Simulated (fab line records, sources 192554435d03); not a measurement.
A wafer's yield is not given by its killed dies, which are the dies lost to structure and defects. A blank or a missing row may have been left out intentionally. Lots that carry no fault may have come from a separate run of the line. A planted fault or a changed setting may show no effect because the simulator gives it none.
Chamber matching + flow n5 finfet + N5_BEOL_M7_DEP_56 on pecvd-03 has 3 sister chambers
The step deposits SiCN from 3MS/NH3, target thk 10 nm, time 17.5 s. 18 wafers are shown with their chamber, then 9 later ones without.

== WAFERS WITH THEIR CHAMBER ==
| wafer  | chamber | throttle valve pct (%) | showerhead plenum p Torr (Torr) |
|--------|---------|------------------------|---------------------------------|
| L077.3 | 1       | 9.4                    | 3.642                           |
| L077.5 | 2       | 8.2                    | 3.678                           |
| L077.6 | 0       | 9.7                    | 3.694                           |
| L079.4 | 0       | 9.7                    | 3.675                           |
| L079.5 | 2       | 8.5                    | 3.672                           |
| L079.6 | 1       | 9.7                    | 3.644                           |
| L084.4 | 1       | 9.5                    | 3.649                           |
| L084.5 | 2       | 8.2                    | 3.685                           |
| L084.6 | 0       | 9.6                    | 3.676                           |
| L083.1 | 1       | 9.6                    | 3.652                           |
| L083.3 | 0       | 9.6                    | 3.690                           |
| L083.5 | 0       | 9.5                    | 3.680                           |
| L087.4 | 1       | 9.7                    | 3.648                           |
| L087.5 | 2       | 8.1                    | 3.663                           |
| L087.6 | 0       | 9.7                    | 3.688                           |
| L092.1 | 1       | 9.5                    | 3.649                           |
| L092.2 | 0       | 9.9                    | 3.684                           |
| L092.3 | 2       | 8.4                    | 3.675                           |

SIGNATURES (averages over the wafers above)
| reading                  | chamber 0 | chamber 1 | chamber 2 | scatter within a chamber |
|--------------------------|-----------|-----------|-----------|--------------------------|
| throttle valve pct       | 9.671     | 9.567     | 8.280     | 0.136                    |
| showerhead plenum p Torr | 3.68386   | 3.64733   | 3.67460   | 0.00654                  |
Rule: for a wafer and a chamber, the distance is found by dividing, reading by reading, the gap between the wafer's reading and the chamber's mean by the reading's scatter, squaring, summing and taking the root. The wafer belongs to the nearest chamber; if the next one is less than 2 further off, it can't be placed. How the scatter is found: for the shown wafers, subtract from each reading the mean of its chamber, square and add these, divide the total by (wafers less chambers), then take the root.

== WAFERS WITHOUT THEIR CHAMBER ==
| wafer  | throttle valve pct (%) | showerhead plenum p Torr (Torr) |
|--------|------------------------|---------------------------------|
| L093.2 | 9.6                    | 3.641                           |
| L093.3 | 9.9                    | 3.691                           |
| L093.4 | 9.5                    | 3.643                           |
| L095.1 | 8.2                    | 3.678                           |
| L095.4 | 8.0                    | 3.673                           |
| L095.5 | 9.6                    | 3.638                           |
| L097.3 | 9.8                    | 3.689                           |
| L097.4 | 9.7                    | 3.646                           |
| L097.5 | 10.0                   | 3.693                           |

== WHICH CHAMBER EACH ONE RAN IN ==
| wafer  | from the rows above | in truth |
|--------|---------------------|----------|
| L093.2 | 1                   | 1        |
| L093.3 | 0                   | 0        |
| L093.4 | 1                   | 1        |
| L095.1 | 2                   | 2        |
| L095.4 | 2                   | 2        |
| L095.5 | 1                   | 1        |
| L097.3 | 0                   | 0        |
| L097.4 | 1                   | 1        |
| L097.5 | 0                   | 0        |
Correctly placed: 9 of 9. Number that these rows cannot place: 0. Wrongly placed: 0.
